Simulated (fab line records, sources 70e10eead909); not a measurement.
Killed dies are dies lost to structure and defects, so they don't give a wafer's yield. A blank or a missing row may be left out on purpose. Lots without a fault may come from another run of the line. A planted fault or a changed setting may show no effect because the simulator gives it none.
Which tool did it? | flow nand_harc | 11 lots, 33 wafers sampled, at 5 steps of a route of 1302

WHAT THE GAUGES READ, wafer by wafer
NHARC_END_SORT_01.
lot  | measured     | on        | defect_limited_yield (%)
L550 | day 30 13:50 | prober-01 | 92.6 84.3 94.4

WHICH TOOL RAN EACH LOT (tool, then ch and the chambers of the sampled wafers, then the start)
lot  | NHARC_A_M1_ETCH_15                 | NHARC_THIN_TSV_ETCH_44             | NHARC_THIN_TSV_DEP_47           | NHARC_THIN_TSV_ANNEAL_52
L536 | rie_diel-01 ch 0,1,2, day 22 22:01 | rie_diel-03 ch 0,3, day 23 17:40   | pecvd-04 ch 0,1,2, day 23 19:14 | rtp_anneal-02 ch 0, day 23 21:22
L537 | rie_diel-01 ch 0,1,3, day 23 14:17 | rie_diel-11 ch 0,2,3, day 25 03:56 | pecvd-02 ch 0,1, day 25 05:31   | rtp_anneal-02 ch 0, day 25 07:40
L539 | rie_diel-01 ch 0,3, day 23 20:35   | rie_diel-08 ch 0,2, day 25 06:14   | pecvd-04 ch 0,2, day 25 07:52   | rtp_anneal-02 ch 0, day 25 10:01
L541 | rie_diel-02 ch 0,1,2, day 24 11:23 | rie_diel-08 ch 0,2,3, day 25 07:40 | pecvd-04 ch 0,1,2, day 25 09:11 | rtp_anneal-01 ch 0, day 25 11:18
L538 | rie_diel-02 ch 0,1,2, day 24 17:37 | rie_diel-11 ch 0,2,3, day 25 13:10 | pecvd-04 ch 0,1,2, day 25 14:46 | rtp_anneal-01 ch 0, day 25 16:53
L542 | rie_diel-01 ch 0,1,2, day 25 00:50 | rie_diel-11 ch 0,2, day 25 20:23   | pecvd-04 ch 0,1, day 25 22:10   | rtp_anneal-01 ch 0, day 26 00:19
L544 | rie_diel-02 ch 0,1, day 26 00:10   | rie_diel-11 ch 0,3, day 26 20:59   | pecvd-02 ch 0,1,2, day 26 22:39 | rtp_anneal-02 ch 0, day 27 00:47
L545 | rie_diel-02 ch 0,2, day 26 23:21   | rie_diel-08 ch 0,3, day 27 18:54   | pecvd-03 ch 0,2, day 27 20:39   | rtp_anneal-01 ch 0, day 27 22:46
L550 | rie_diel-02 ch 0,1,3, day 29 03:51 | rie_diel-03 ch 0,2,3, day 29 23:00 | pecvd-02 ch 0,1,2, day 30 00:32 | rtp_anneal-01 ch 0, day 30 02:44
L557 | rie_diel-01 ch 1,2,3, day 31 02:50 | rie_diel-11 ch 0,2, day 32 02:46   | pecvd-04 ch 0,1,2, day 32 04:20 | rtp_anneal-01 ch 0, day 32 06:27
L559 | rie_diel-01 ch 0,1,2, day 32 08:38 | rie_diel-11 ch 1,3, day 33 04:12   | pecvd-03 ch 0,2, day 33 05:58   | rtp_anneal-02 ch 0, day 33 08:02
- NHARC_A_M1_ETCH_15: etches the open film in C4F8/Ar, target depth 182.5 nm, time 91.2 s.
- NHARC_THIN_TSV_ETCH_44: etches the open film in CF4/O2, target depth 1594.2 nm, time 797.1 s.
- NHARC_THIN_TSV_DEP_47: deposits SiO2, target thk 200 nm.
- NHARC_THIN_TSV_ANNEAL_52: time 90 s.

THE ANSWER, worked out from the rows above alone
Rule: what is usual is taken from the lots themselves. Put in order of their means at a reading, lots are off if they are a third of the lots or fewer, leave a main group of 4 or more, and stand apart from it by a gap of 3 or more times the standard deviation of the main group's means; of several such gaps the widest counts. A main group whose means are all the same, to the digits that the tables above print for the reading, isn't used. A lot without any number at a reading at which 4 lots or more have one is off too. The other lots that the step has rows for count as sound.
No lot is off at any reading shown: from this, nothing can be told.

WHAT THE SIMULATOR HAD PUT IN
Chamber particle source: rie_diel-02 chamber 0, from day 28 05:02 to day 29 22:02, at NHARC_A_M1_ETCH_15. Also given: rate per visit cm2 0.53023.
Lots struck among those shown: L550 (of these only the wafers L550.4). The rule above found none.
